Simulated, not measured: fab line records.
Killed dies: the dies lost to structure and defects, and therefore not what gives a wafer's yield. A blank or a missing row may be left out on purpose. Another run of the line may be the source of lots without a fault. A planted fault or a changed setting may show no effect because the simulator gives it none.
fab line records + flow n5_finfet
[record]
- lots = 7
- wafers = 39
route steps=1938 shown DUMMY_GATE@220 MOL_CONTACT_COAG@579
start_h: hours from the record's opening day to when the first of the lot's shown wafers began + wait_h: hours elapsed since this lot's preceding step + " the same as in the row above + L1.1+2: a single row standing in for several wafers + - value missing, or start not given + * or withheld: withheld + < > ~ a bound
route shown NAME@n: NAME is a module with steps in the file, n the number in the route of the first one + usual: average and standard deviation across the fault-free wafers + same: alike in all rows + chamber/n: place in a boat + sites: readings site by site + _std_site: standard deviation of those values + _edge_site: the outer-site mean with the inner-site mean subtracted + radius_mm: how far each site lies from the wafer's centre + mask NAME#n: copy n + behind: the most recent tool/chamber to have shaped the wafer + hold: what put the lot on hold/how long, in hours/how the hold closed + device: transistor that didn't switch, given as n, p or np + end of line: at the end of the route, the tests of the same wafers + a step given without rows: its recipe and nothing more + killed: dies that structure and defects cost at the first sort, which is not the same as the wafer's yield + map: dies across one wafer; x = killed, . = not, _ = none there
set.NAME: setting as actually run; set.NAME@STEP: the setting as run at that earlier step + model.NAME: the simulator's own value behind a step, which no gauge read
lots run with intentionally changed settings; tables by step, rows by wafer
[[steps]]
[step N5_DUMMY_GATE_HM_DEP_06]
[recipe]
- material = SiNx
- target_thk_a = 800
- precursor = DCS/NH3
- temp_c = 700
- pressure_mtorr = 300
- time_s = 5141
| lot.wafer  | tool     | chamber   | start_h | wait_h | set.time_s | model.SiNx_of_DUMMY_GATE_HM_DEP_06.thk_nm |
|------------|----------|-----------|---------|--------|------------|-------------------------------------------|
| L079.1     | -        | -         | -       | 0.0    | 4374       | 67.2                                      |
| L079.2+3   | "        | -         | "       | "      | 4374       | 68                                        |
| L079.4     | "        | -         | "       | "      | 4374       | 67.8                                      |
| L079.5     | "        | -         | "       | "      | 4374       | 68.4                                      |
| L079.6     | "        | -         | "       | "      | 4374       | 68.6                                      |
| L085.1+4   | lpcvd-01 | 0/40,0/54 | 113.38  | 0.0    | 5141       | 79.6                                      |
| L085.6     | "        | 0/64      | "       | "      | 5141       | 80                                        |
| L090.1+2+3 | -        | -         | -       | 0.0    | 4577       | 70.4                                      |
| L090.4     | "        | -         | "       | "      | 4577       | 71                                        |
| L090.5     | "        | -         | "       | "      | 4577       | 70.2                                      |
| L090.6     | "        | -         | "       | "      | 4577       | 70.6                                      |
| L093.1     | -        | -         | -       | 0.0    | 4695       | 74.2                                      |
| L093.2+3+4 | "        | -         | "       | "      | 4695       | 74                                        |
| L093.5     | "        | -         | "       | "      | 4695       | 74.4                                      |
| L093.6     | "        | -         | "       | "      | 4695       | 75                                        |
| L094.1+2   | -        | -         | -       | 0.0    | 5141       | 80.4                                      |
| L094.3     | "        | -         | "       | "      | 5141       | 81.2                                      |
| L094.4+6   | "        | -         | "       | "      | 5141       | 80.6                                      |
| L094.5     | "        | -         | "       | "      | 5141       | 79.8                                      |
| L096.1+4+6 | -        | -         | -       | 0.0    | 4720       | 73.8                                      |
| L096.2     | "        | -         | "       | "      | 4720       | 73.2                                      |
| L096.3     | "        | -         | "       | "      | 4720       | 73.4                                      |
| L096.5     | "        | -         | "       | "      | 4720       | 74                                        |
| L097.1+5   | -        | -         | -       | 0.0    | 5875       | 92                                        |
| L097.2     | "        | -         | "       | "      | 5875       | 92.6                                      |
| L097.3+4   | "        | -         | "       | "      | 5875       | 91.8                                      |
| L097.6     | "        | -         | "       | "      | 5875       | 91.6                                      |
[step N5_DUMMY_GATE_ETCH_31]
[recipe]
- chemistry = C4F6/O2
- target = SiO2
- mask_material = SOC
- target_depth_a = 825
- time_s = 27.5
- ion_energy_ev = 250
- pressure_mtorr = 30
- source_w = 345
- bias_w = 185
- Ar_flow_sccm = 300
- C4F6_flow_sccm = 10
- O2_flow_sccm = 10
| lot.wafer | tool        | chamber | start_h | wait_h | set.target_depth_a | model.etch.depth_nm | model.SOC_of_DUMMY_GATE_COAT_34.thk_nm |
|-----------|-------------|---------|---------|--------|--------------------|---------------------|----------------------------------------|
| L079.1    | rie_diel-06 | 3       | 78.45   | 0.0    | 825                | 81.99               | 51.6                                   |
| L079.2    | "           | 2       | "       | "      | 781.5              | 76.83               | 52.2                                   |
| L079.3    | "           | 1       | "       | "      | 781.5              | 77.33               | 52                                     |
| L079.4    | "           | 3       | "       | "      | 781.5              | 77.31               | 52                                     |
| L079.5    | "           | 2       | "       | "      | 825                | 81.26               | 51.8                                   |
| L079.6    | "           | 1       | "       | "      | 825                | 81.09               | 51.8                                   |
| L085.1    | rie_diel-01 | 1       | 118.41  | 0.0    | 825                | 83.1                | 52                                     |
| L085.4    | "           | 2       | "       | "      | 825                | 83.36               | 52                                     |
| L085.6    | "           | 1       | "       | "      | 825                | 83.24               | 51.8                                   |
| L090.1    | rie_diel-04 | 2       | 143.31  | 0.0    | 825                | 82.27               | 51.6                                   |
| L090.2    | "           | 0       | "       | "      | 825                | 83.2                | 51.6                                   |
| L090.3    | "           | 3       | "       | "      | 825                | 82.48               | 51.8                                   |
| L090.4    | "           | 1       | "       | "      | 825                | 83.57               | 51.6                                   |
| L090.5    | "           | 3       | "       | "      | 825                | 82.43               | 51.6                                   |
| L090.6    | "           | 0       | "       | "      | 825                | 83.16               | 51.4                                   |
| L093.1    | rie_diel-01 | 2       | 163.07  | 0.0    | 825                | 82.92               | 51.8                                   |
| L093.2    | "           | 1       | "       | "      | 825                | 82.51               | 51.8                                   |
| L093.3    | "           | 0       | "       | "      | 780.5              | 78.11               | 52.4                                   |
| L093.4    | "           | 0       | "       | "      | 825                | 82.42               | 52                                     |
| L093.5    | "           | 2       | "       | "      | 780.5              | 78.92               | 52.2                                   |
| L093.6    | "           | 1       | "       | "      | 780.5              | 77.85               | 52.4                                   |
| L094.1    | rie_diel-04 | 1       | 167.15  | 0.0    | 721.6              | 73.46               | 52.6                                   |
| L094.2    | "           | 0       | "       | "      | 721.6              | 72.86               | 52.6                                   |
| L094.3    | "           | 3       | "       | "      | 825                | 83.55               | 51.6                                   |
| L094.4    | "           | 2       | "       | "      | 825                | 81.54               | 51.8                                   |
| L094.5    | "           | 1       | "       | "      | 825                | 83.42               | 51.8                                   |
| L094.6    | "           | 2       | "       | "      | 721.6              | 72.31               | 52.8                                   |
| L096.1    | rie_diel-06 | 3       | 178.80  | 0.1    | 825                | 81.37               | 51.8                                   |
| L096.2    | "           | 2       | "       | "      | 871.3              | 89.88               | 51.2                                   |
| L096.3    | "           | 1       | "       | "      | 871.3              | 85.22               | 51.4                                   |
| L096.4    | "           | 0       | "       | "      | 871.3              | 89.24               | 51                                     |
| L096.5    | "           | 3       | "       | "      | 825                | 81.66               | 52                                     |
| L096.6    | "           | 0       | "       | "      | 825                | 84.06               | 51.6                                   |
| L097.1    | rie_diel-01 | 1       | 185.36  | 0.1    | 825                | 82.09               | 51.6                                   |
| L097.2    | "           | 2       | "       | "      | 825                | 82.77               | 51.8                                   |
| L097.3    | "           | 3       | "       | "      | 825                | 84.29               | 51.6                                   |
| L097.4    | "           | 0       | "       | "      | 825                | 81.66               | 51.8                                   |
| L097.5    | "           | 0       | "       | "      | 825                | 82.12               | 51.6                                   |
| L097.6    | "           | 1       | "       | "      | 825                | 81.43               | 51.8                                   |
[step N5_DUMMY_GATE_ETCH_32]
[recipe]
- chemistry = CF4
- target = SiO2
- target_depth_a = 35
- time_s = 3.9
- ion_energy_ev = 350
- pressure_mtorr = 10
- icp_w = 800
- bias_w = 400
- cf4_flow_sccm = 80
| lot.wafer | tool      | chamber | start_h | wait_h | set.time_s | model.etch.depth_nm |
|-----------|-----------|---------|---------|--------|------------|---------------------|
| L079.1    | rie_si-02 | 2       | 78.70   | 0.1    | 3.226      | 2.871               |
| L079.2    | "         | 3       | "       | "      | 3.226      | 2.835               |
| L079.3    | "         | 1       | "       | "      | 3.9        | 3.496               |
| L079.4    | "         | 0       | "       | "      | 3.9        | 3.388               |
| L079.5    | "         | 2       | "       | "      | 3.226      | 2.897               |
| L079.6    | "         | 1       | "       | "      | 3.9        | 3.479               |
| L085.1    | rie_si-01 | 2       | 118.66  | 0.1    | 3.9        | 3.451               |
| L085.4    | "         | 3       | "       | "      | 3.9        | 3.373               |
| L085.6    | "         | 1       | "       | "      | 3.9        | 3.498               |
| L090.1    | rie_si-03 | 2       | 143.56  | 0.1    | 4.561      | 4.12                |
| L090.2    | "         | 3       | "       | "      | 4.561      | 4.036               |
| L090.3    | "         | 1       | "       | "      | 3.9        | 3.54                |
| L090.4    | "         | 0       | "       | "      | 3.9        | 3.492               |
| L090.5    | "         | 0       | "       | "      | 4.561      | 4.056               |
| L090.6    | "         | 3       | "       | "      | 3.9        | 3.472               |
| L093.1    | rie_si-03 | 2       | 163.32  | 0.1    | 3.9        | 3.494               |
| L093.2    | "         | 3       | "       | "      | 3.9        | 3.436               |
| L093.3    | "         | 1       | "       | "      | 3.9        | 3.484               |
| L093.4    | "         | 0       | "       | "      | 3.9        | 3.444               |
| L093.5    | "         | 0       | "       | "      | 3.9        | 3.461               |
| L093.6    | "         | 1       | "       | "      | 3.9        | 3.511               |
| L094.1    | rie_si-02 | 1       | 167.39  | 0.1    | 3.9        | 3.52                |
| L094.2    | "         | 2       | "       | "      | 2.967      | 2.67                |
| L094.3    | "         | 3       | "       | "      | 2.967      | 2.631               |
| L094.4    | "         | 0       | "       | "      | 3.9        | 3.437               |
| L094.5    | "         | 2       | "       | "      | 3.9        | 3.503               |
| L094.6    | "         | 3       | "       | "      | 2.967      | 2.642               |
| L096.1    | rie_si-01 | 1       | 179.04  | 0.1    | 3.9        | 3.541               |
| L096.2    | "         | 2       | "       | "      | 3.9        | 3.551               |
| L096.3    | "         | 0       | "       | "      | 4.705      | 4.213               |
| L096.4    | "         | 0       | "       | "      | 4.705      | 4.197               |
| L096.5    | "         | 2       | "       | "      | 3.9        | 3.52                |
| L096.6    | "         | 1       | "       | "      | 4.705      | 4.301               |
| L097.1    | rie_si-01 | 0       | 185.61  | 0.1    | 3.9        | 3.454               |
| L097.2    | "         | 1       | "       | "      | 3.516      | 3.186               |
| L097.3    | "         | 2       | "       | "      | 3.9        | 3.503               |
| L097.4    | "         | 2       | "       | "      | 3.516      | 3.178               |
| L097.5    | "         | 1       | "       | "      | 3.9        | 3.5                 |
| L097.6    | "         | 0       | "       | "      | 3.516      | 3.108               |
[step N5_MOL_CONTACT_COAG_ALD_131]
[recipe]
- material = SiO2
- target_thk_a = 50
- temp_c = 100
- ald_precursor_family = BDEAS
- ald_co_reactant = O2-plasma
- pulse_time_s = 1
- co_reactant_pulse_time_s = 1
- purge_time_s = 2
- co_reactant_purge_time_s = 2
- ald_cycles = 35
- pressure_torr = 2
| lot.wafer  | tool       | chamber | start_h | wait_h | set.ald_cycles | model.SiO2_of_MOL_CONTACT_COAG_ALD_131.thk_nm |
|------------|------------|---------|---------|--------|----------------|-----------------------------------------------|
| L079.1+4+5 | ald_sin-03 | 3,1,3   | 127.44  | 0.1    | 30             | 4.2                                           |
| L079.2+3+6 | "          | 2,0,2   | "       | "      | 35             | 5                                             |
| L085.1+4+6 | ald_sin-03 | 3,0,3   | 169.76  | 0.1    | 35             | 5                                             |
| L090.1+3+5 | ald_sin-03 | 2,1,3   | 196.42  | 0.1    | 35             | 5                                             |
| L090.2+4+6 | "          | 3,0,2   | "       | "      | 29             | 4.2                                           |
| L093.1     | ald_sin-01 | 0       | 213.48  | 0.1    | 37             | 5.2                                           |
| L093.2+3   | "          | 3,2     | "       | "      | 37             | 5.4                                           |
| L093.4+5+6 | "          | 1,3,0   | "       | "      | 35             | 5                                             |
| L094.1+3+4 | ald_sin-03 | 0,2,3   | 217.28  | 0.1    | 31             | 4.4                                           |
| L094.2+5+6 | "          | 1,2,3   | "       | "      | 35             | 5                                             |
| L096.1+2+3 | ald_sin-01 | 1,3,2   | 234.64  | 0.1    | 37             | 5.2                                           |
| L096.4+5+6 | "          | 0,1,2   | "       | "      | 35             | 5                                             |
| L097.1+2+4 | ald_sin-01 | 0,3,1   | 236.27  | 0.2    | 32             | 4.6                                           |
| L097.3+5+6 | "          | 2,1,0   | "       | "      | 35             | 5                                             |
[[key]]
[split]
- step = N5_DUMMY_GATE_HM_DEP_06
- setting = time_s
- stated = 5141
- by = lot
[response]
- step = N5_DUMMY_GATE_HM_DEP_06
- reading = model.SiNx_of_DUMMY_GATE_HM_DEP_06.thk_nm
- change = +0.82
- per = 1%
- r = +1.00
[split]
- step = N5_DUMMY_GATE_ETCH_31
- setting = target_depth_a
- stated = 825
- by = wafer
[response]
- step = N5_DUMMY_GATE_ETCH_31
- reading = model.etch.depth_nm
- change = +0.827
- per = 1%
- r = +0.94
[response]
- step = N5_DUMMY_GATE_ETCH_31
- reading = model.SOC_of_DUMMY_GATE_COAT_34.thk_nm
- change = -0.0788
- per = 1%
- r = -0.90
[split]
- step = N5_DUMMY_GATE_ETCH_32
- setting = time_s
- stated = 3.9
- by = wafer
[response]
- step = N5_DUMMY_GATE_ETCH_32
- reading = model.etch.depth_nm
- change = +0.0342
- per = 1%
- r = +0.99
[split]
- step = N5_MOL_CONTACT_COAG_ALD_131
- setting = ald_cycles
- stated = 35
- by = wafer
[response]
- step = N5_MOL_CONTACT_COAG_ALD_131
- reading = model.SiO2_of_MOL_CONTACT_COAG_ALD_131.thk_nm
- change = +0.0501
- per = 1%
- r = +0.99
